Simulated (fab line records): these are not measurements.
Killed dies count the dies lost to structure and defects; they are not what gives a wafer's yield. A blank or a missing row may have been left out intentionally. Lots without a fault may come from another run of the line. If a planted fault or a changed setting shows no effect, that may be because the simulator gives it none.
Code-filled problem report in 8D (eight disciplines) form || flow n5_finfet || the parts of the form that need people (team, actions taken, sign-off) are left out

## 1. WHAT WENT WRONG
At N5_BEOL_M7_INSPECT_58, raw_defect_count averages 862 over 6 wafers from 2 lots, while fault-free wafers read 74, standard deviation 28. That is +28 standard deviations from the usual mean.
The step: inspects for defects (darkfield).
First observed at day 11 09:14: wafer L591.1, on defect_inspect-02. Wafers with a number at this step in the record: 30, from 10 lots. The rule behind "out" and "out of limits": a value lying over 4 standard deviations away from the usual mean. The rest of the wafers with a number are treated as sound.

## 2. WHAT IT IS; WHAT IT IS NOT
{"question": "which readings at this step", "is": "raw_defect_count", "is not": "-"}
{"question": "which lots", "is": "L591, L595", "is not": "L586, L587, L588, L590, L592, L600, L604, L605"}
{"question": "which wafers of those lots", "is": "all that have a number", "is not": "-"}
{"question": "read on which gauges", "is": "defect_inspect-01, defect_inspect-02", "is not": "-"}
{"question": "when", "is": "from day 11 09:14", "is not": "up to then (12 sound wafers); but 12 sound wafers of L592, L600, L604, L605 came after"}

## 3. SUSPECTS, AND WHAT RULES EACH OUT
Counting: a tool at a process step up to the reading stays a suspect if it ran every lot that is out and no sound lot after the first of them.
- the gauge at N5_BEOL_M7_INSPECT_58 has been ruled out. 2 gauges (defect_inspect-01, defect_inspect-02) read the wafers that are out.
- rie_diel-02 at N5_BEOL_M7_STRIP_80 (strips in N2/H2, time 10 s): ruled out as a lasting fault. Following L591 (day 11 09:08), the first lot on it that is out, the sound lots L605 were run on it. Because N5_BEOL_M7_STRIP_80 lacks a start for some lots, the hours and order of its lots are taken from N5_BEOL_M7_DEP_56.
- pecvd-03 at N5_BEOL_M7_DEP_56 (deposits SiCN from 3MS/NH3, target thk 10 nm, time 17.5 s): kept. It ran every lot that is out, first L591 (day 11 09:08), and no sound lot after that; its last sound lot up to then is L590 (day 11 03:28).
The count leaves pecvd-03 at N5_BEOL_M7_DEP_56.

## 4. THE CAUSE (what the simulator had put in)
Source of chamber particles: pecvd-03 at N5_BEOL_M7_DEP_56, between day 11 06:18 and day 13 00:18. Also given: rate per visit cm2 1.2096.
Counting left only this tool.

## 5. THE EFFECT CHAIN, in route order
Each row: a reading where the mean over the struck wafers with a number is more than 3 standard deviations away from the usual. Readings are gone through only where the record gives a usual standard deviation; hours: the median, over the lots, of the time from a lot's start at the first step in this table giving one to that lot's start at this step; sigmas: the change measured in usual standard deviations.
{"hours": 0, "step": "N5_BEOL_M7_INSPECT_58", "reading": "raw_defect_count", "usual": 74, "on struck wafers": 862, "change": "+788", "sigmas": "+28"}
{"hours": 2, "step": "N5_BEOL_M8_INSPECT_13", "reading": "raw_defect_count", "usual": 393, "on struck wafers": 1220, "change": "+827", "sigmas": "+9.7"}
{"hours": 68, "step": "N5_PASSIVATION_PROBE_49", "reading": "defect_limited_yield", "usual": "91.1 %", "on struck wafers": 82.4, "change": -8.7, "sigmas": -6.7}
{"hours": 68, "step": "N5_PASSIVATION_PROBE_49", "reading": "killed_at_M4_up", "usual": 13, "on struck wafers": 120, "change": "+107", "sigmas": "+20"}
{"hours": 68, "step": "N5_PASSIVATION_PROBE_49", "reading": "killed_dies", "usual": 106, "on struck wafers": 208, "change": "+102", "sigmas": "+6.8"}
{"hours": 68, "step": "N5_PASSIVATION_PROBE_49", "reading": "killed_on_rim", "usual": 14, "on struck wafers": 26, "change": "+12", "sigmas": "+3.2"}
{"hours": 68, "step": "N5_PASSIVATION_PROBE_49", "reading": "sort_bin_5_function", "usual": "5.2 %", "on struck wafers": 11.0, "change": "+5.8", "sigmas": "+6.8"}
{"hours": 68, "step": "N5_PASSIVATION_PROBE_49", "reading": "sort_n_pass", "usual": 1074, "on struck wafers": 972, "change": -102, "sigmas": -6.8}
{"hours": 68, "step": "N5_PASSIVATION_PROBE_49", "reading": "sort_yield_pct", "usual": "91.0 %", "on struck wafers": 82.4, "change": -8.6, "sigmas": -6.6}
Process steps it contains:
- N5_PASSIVATION_PROBE_49

## 6. HOW IT WOULD HAVE BEEN CAUGHT EARLIER
In this record the first reading out of limits at a measuring or inspecting step was taken at day 11 09:14, 3 hours after the fault began at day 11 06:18.
Tool readings at N5_BEOL_M7_DEP_56 with a usual standard deviation given in the record: none out on any struck wafer, hence no alarm at a limit of 4 standard deviations on them.
L595, from the lots that are out (2), started N5_BEOL_M7_DEP_56 on pecvd-03 later than day 11 09:14. Holding the tool at that time would have saved it.
